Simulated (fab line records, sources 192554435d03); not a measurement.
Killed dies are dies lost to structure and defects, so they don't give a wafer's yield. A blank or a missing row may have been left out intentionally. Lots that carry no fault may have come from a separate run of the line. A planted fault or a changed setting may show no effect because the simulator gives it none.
Which tool did it? + flow n5_finfet + Sampling: 8 lots, 24 wafers, 5 of 1938 route steps

## WHAT EACH GAUGE READ, for each wafer
N5_BEOL_M4_RC_MEAS_101.
| lot  | measured     | on        | DIBL_N (mV/V)  |
|------|--------------|-----------|----------------|
| L569 | day 9 12:38  | prober-02 | 36.5 38.0 37.0 |
| L571 | day 9 22:42  | prober-01 | 35.4 33.3 34.8 |
| L572 | day 11 01:32 | prober-02 | 37.0 35.5 38.0 |
| L576 | day 11 13:14 | prober-01 | 37.7 35.8 34.8 |
| L584 | day 12 23:56 | prober-01 | 37.0 36.0 34.5 |
| L586 | day 13 09:41 | prober-01 | 36.2 36.0 36.6 |
| L588 | day 13 14:58 | prober-01 | 36.7 34.8 33.6 |
| L589 | day 14 18:38 | prober-02 | 37.6 36.4 37.9 |

## TOOL THAT RAN EACH LOT (tool first, then ch and the chambers of the sampled wafers, then the start)
| lot  | N5_SD_EPI_N_ETCH_35               | N5_SD_EPI_N_ETCHBACK_44           | N5_SD_EPI_N_ETCH_45               | N5_SD_EPI_N_SD_RECESS_17        |
|------|-----------------------------------|-----------------------------------|-----------------------------------|---------------------------------|
| L569 | rie_diel-06 ch 0,1,3, day 3 03:58 | rie_diel-06 ch 0,1,3, day 3 04:17 | rie_diel-06 ch 0,1,3, day 3 04:23 | rie_si-06 ch 1,2,3, day 3 04:34 |
| L571 | rie_diel-03 ch 0,2,3, day 3 13:34 | rie_diel-03 ch 0,2,3, day 3 13:53 | rie_diel-03 ch 0,2,3, day 3 13:59 | rie_si-05 ch 1,2, day 3 14:10   |
| L572 | rie_diel-03 ch 1,2, day 3 19:02   | rie_diel-03 ch 1,2, day 3 19:22   | rie_diel-03 ch 1,2, day 3 19:28   | rie_si-06 ch 1,2, day 3 19:38   |
| L576 | rie_diel-06 ch 1,2,3, day 4 20:19 | rie_diel-06 ch 1,2,3, day 4 20:32 | rie_diel-06 ch 1,2,3, day 4 20:38 | rie_si-06 ch 1,2,3, day 4 20:47 |
| L584 | rie_diel-03 ch 0,2,3, day 6 23:48 | rie_diel-03 ch 0,2,3, day 7 00:08 | rie_diel-03 ch 0,2,3, day 7 00:14 | rie_si-01 ch 1,2,3, day 7 00:24 |
| L586 | rie_diel-06 ch 0,1,3, day 7 09:47 | rie_diel-06 ch 0,1,3, day 7 10:07 | rie_diel-06 ch 0,1,3, day 7 10:13 | rie_si-06 ch 0,2,3, day 7 10:23 |
| L588 | rie_diel-06 ch 0,2,3, day 7 18:28 | rie_diel-06 ch 0,2,3, day 7 18:48 | rie_diel-06 ch 0,2,3, day 7 18:54 | rie_si-01 ch 0,2, day 7 19:04   |
| L589 | rie_diel-06 ch 0,2,3, day 8 02:55 | rie_diel-06 ch 0,2,3, day 8 03:14 | rie_diel-06 ch 0,2,3, day 8 03:20 | rie_si-06 ch 1,3, day 8 03:30   |
- N5_SD_EPI_N_ETCH_35: etches SOC in N2/H2, overetch 108 nm, time 486 s.
- N5_SD_EPI_N_ETCHBACK_44: etches SiNx in CH3F/O2, stops on SiO2, target depth 14.5 nm.
- N5_SD_EPI_N_ETCH_45: etches SiOCN in CH3F/O2, target depth 6 nm.
- N5_SD_EPI_N_SD_RECESS_17: chemistry HBr/Cl2/O2, target depth 41 nm, time 23.7 s, bt time 3 s.

## THE ANSWER, worked out from the rows above alone
Rule: what is usual is taken from the lots themselves. Put in order of their means at a reading, lots are off if they are a third of the lots or fewer, leave a main group of 4 or more, and stand apart from it by a gap of 3 or more times the standard deviation of the main group's means; of several such gaps the widest counts. A main group whose means are all the same, to the digits that the tables above print for the reading, isn't used. Also off: a lot with no number at a reading for which 4 or more lots have one. Any other lot the step has rows for is counted as sound.
Across all readings shown, no lot is off: no conclusion can be drawn from this.

## WHAT HAD BEEN PUT IN BY THE SIMULATOR
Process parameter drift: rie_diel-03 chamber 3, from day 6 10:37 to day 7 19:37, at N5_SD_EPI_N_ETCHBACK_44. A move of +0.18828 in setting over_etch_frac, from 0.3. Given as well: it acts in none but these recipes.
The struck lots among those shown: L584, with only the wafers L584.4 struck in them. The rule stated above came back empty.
